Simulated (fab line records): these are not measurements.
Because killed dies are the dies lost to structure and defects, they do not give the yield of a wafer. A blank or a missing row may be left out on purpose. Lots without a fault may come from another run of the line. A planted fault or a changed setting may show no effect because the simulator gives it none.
Comparing a struck lot with a sound one | flow nand harc | 40 steps out of a route of 1159
Sound: the wafers L852.4, L852.5, L852.6. The struck wafers were L840.3, L840.4, L840.6. The cause is given at the end.
Per side, at each step with rows, come the tool, then ch with its chambers, and then its first start. Under that, the readings that differ: sound wafers | struck wafers | difference of the means | sigmas: that difference in standard deviations of wafers without a fault.
alike: same words and numbers on both sides, and readings whose means sit less than 2 such deviations apart. not compared: any withheld reading, any reading some wafer has no value for, any bound like >300 that may hide the same value, and any number with overlapping values for which the record gives no deviation.
Wherever a step has rows on one side only, a row that says differs or no value, or a row with sigmas, the two part there. Numbers that have no deviation but don't overlap get no sigmas and don't part them. A reading missing from all wafers of one side parts the sides only when that side holds two or more wafers.

first, 5 steps without rows for these wafers: NHARC_A_STAIRCASE_EBR_246; NHARC_A_STAIRCASE_EXPOSE_247 (exposes mask SDS 1); NHARC_A_STAIRCASE_PEB_248 (peb time 130 s); NHARC_A_STAIRCASE_DEVELOP_249 (time 140 s); NHARC_A_STAIRCASE_HARDBAKE_251 (time 140 s).
NHARC_A_STAIRCASE_DESCUM_252: chemistry O2, time 3 s.
  sound on rie diel-09 ch 0,2,3, day 16 12:08; struck on rie diel-09 ch 0,1,3, day 13 11:27
  alike: drypump motor current A, oes product au, rf vpp V, showerhead plenum p Torr, throttle valve pct
  not compared: rf hours counter h
then, 5 steps without rows for these wafers: NHARC_A_STAIRCASE_ETCH_253 (etches the open film in C4F8/O2, target depth 50 nm, time 20.2 s); NHARC_A_STAIRCASE_STRIP_254 (strips in O2); NHARC_A_STAIRCASE_STRIP_255 (strips in SPM, time 900 s); NHARC_A_STAIRCASE_PRECLEAN_256 (cleans in SC1); NHARC_A_STAIRCASE_SRD_257.
NHARC_A_STAIRCASE_HM_DEP_456: deposits aC, target thk 1500 nm.
  sound on acl dep-03 ch 0, day 16 17:05; struck on acl dep-03 ch 0, day 13 16:39
  alike: throttle valve pct
then, 11 steps without rows for these wafers: NHARC_A_STAIRCASE_DEP_259 (deposits SiON, target thk 30 nm); NHARC_A_STAIRCASE_DEHYDRATE_281 (time 120 s); NHARC_A_STAIRCASE_HMDS_282 (time 30 s); NHARC_A_STAIRCASE_COAT_283; NHARC_A_STAIRCASE_SOFTBAKE_284 (time 170 s); NHARC_A_STAIRCASE_EBR_285; NHARC_A_STAIRCASE_EXPOSE_286 (exposes mask CHOP 100); NHARC_A_STAIRCASE_PEB_287 (peb time 130 s); NHARC_A_STAIRCASE_DEVELOP_288 (time 140 s); NHARC_A_STAIRCASE_HARDBAKE_290 (time 140 s); NHARC_A_STAIRCASE_DESCUM_291 (chemistry O2, time 3 s).
NHARC_A_STAIRCASE_ETCH_292: etches the open film in CF4/CHF3.
  sound on rie diel-13 ch 0,3, day 16 19:49; struck on rie diel-09 ch 0,1,3, day 13 19:04
  alike: drypump motor current A, oes product au, rf vpp V, showerhead plenum p Torr, throttle valve pct
  not compared: rf hours counter h
NHARC_A_STAIRCASE_HM_OPEN_460: chemistry O2/COS.
  sound: rie diel-13 ch 0,2,3; struck: rie diel-09 ch 0,1,3
  alike: drypump motor current A, oes product au, rf vpp V, showerhead plenum p Torr, throttle valve pct
  not compared: rf hours counter h
then, 7 steps without rows for these wafers: NHARC_A_STAIRCASE_STRIP_461 (strips in O2/COS); NHARC_A_STAIRCASE_ETCH_452 (etches the open film in CF4/O2, target depth 30 nm, overetch 3 nm, time 16.5 s); NHARC_A_STAIRCASE_ETCH_294 (etches the open film in C4F8/O2/Ar, target depth 4992 nm, time 1212.4 s); NHARC_A_STAIRCASE_STRIP_295 (strips in O2); NHARC_A_STAIRCASE_STRIP_296 (strips in SPM, time 900 s); NHARC_A_STAIRCASE_PRECLEAN_297 (cleans in SC1); NHARC_A_STAIRCASE_SRD_298.
NHARC_A_STAIRCASE_HM_DEP_462: deposits aC, target thk 800 nm.
  sound on acl dep-01 ch 0, day 16 23:00; struck on acl dep-02 ch 0, day 14 01:16
  alike: throttle valve pct
NHARC_A_STAIRCASE_DEP_301: deposits SiON, target thk 30 nm.
  sound on pecvd-01 ch 0,1,2, day 17 00:02; struck on pecvd-02 ch 0,2, day 14 02:34
  alike: heater power w
then, 5 steps without rows for these wafers: NHARC_A_STAIRCASE_DEHYDRATE_302 (time 120 s); NHARC_A_STAIRCASE_HMDS_303 (time 30 s); NHARC_A_STAIRCASE_COAT_304; NHARC_A_STAIRCASE_SOFTBAKE_305 (time 170 s); NHARC_A_STAIRCASE_EBR_306.
-- record jumps: 8 days between struck wafers' starts before vs after; left off in module A_STAIRCASE, resumes in module END, first step shown is number 1159 of the route --
NHARC_END_SORT_01:
  sound on prober-01 ch 0, day 24 20:30; struck on prober-02 ch 0, day 21 15:35
  reading         | sound | struck      | difference | sigmas
  killed at array | 48    | 135 123 142 | +85        | +11
  killed dies     | 55    | 137 129 146 | +82        | +9
  alike: killed at other, killed at periphery, killed open, killed short

== WHERE THEY PART ==
Within this record, at NHARC_END_SORT_01 only.

WHY: whatever the simulator had introduced
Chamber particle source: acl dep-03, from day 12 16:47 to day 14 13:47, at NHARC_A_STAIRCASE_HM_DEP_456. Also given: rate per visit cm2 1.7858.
